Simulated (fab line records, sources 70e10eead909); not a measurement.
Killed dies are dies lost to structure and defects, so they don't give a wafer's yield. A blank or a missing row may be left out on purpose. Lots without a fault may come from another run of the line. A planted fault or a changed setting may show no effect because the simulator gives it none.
Chamber matching | flow nand_harc | NHARC_P_GATE_ETCH_104 on rie_diel-06: 4 sister chambers
The step etches the open film in CF4/CHF3, target depth 60 nm. 4 wafers are shown with their chamber, then 7 later ones without.

WAFERS WITH THEIR CHAMBER
wafer  | chamber | drypump_motor_current_A (A)
L464.4 | 3       | 6.6
L465.4 | 0       | 5.3
L469.1 | 2       | 5.0
L469.3 | 1       | 5.4

WAFERS WITHOUT THEIR CHAMBER
wafer  | drypump_motor_current_A (A)
L469.6 | 5.4
L471.1 | 5.3
L471.2 | 5.0
L471.4 | 5.4
L472.2 | 5.0
L472.3 | 6.6
L472.6 | 5.5

WHICH CHAMBER EACH WENT THROUGH
wafer  | from the rows above | in truth
L469.6 | 1                   | 1
L471.1 | 0                   | 0
L471.2 | 2                   | 2
L471.4 | 1                   | 1
L472.2 | 2                   | 2
L472.3 | 3                   | 3
L472.6 | 1                   | 1
Placed correctly: 7 of 7. Can't be placed from these rows: 0. Placed wrongly: 0.
How it was worked out, from the rows above alone: a wafer's distance from a chamber is the root of the sum, over the readings, of the square of ((its reading less the chamber's mean) divided by the reading's scatter). The wafer belongs to the nearest chamber; if the next one is less than 2 further off, it can't be placed. A chamber's mean is the mean of its shown wafers. The scatter: with one shown wafer a chamber, the root of the mean of the squares of how far each hidden wafer lies from its nearest shown one.
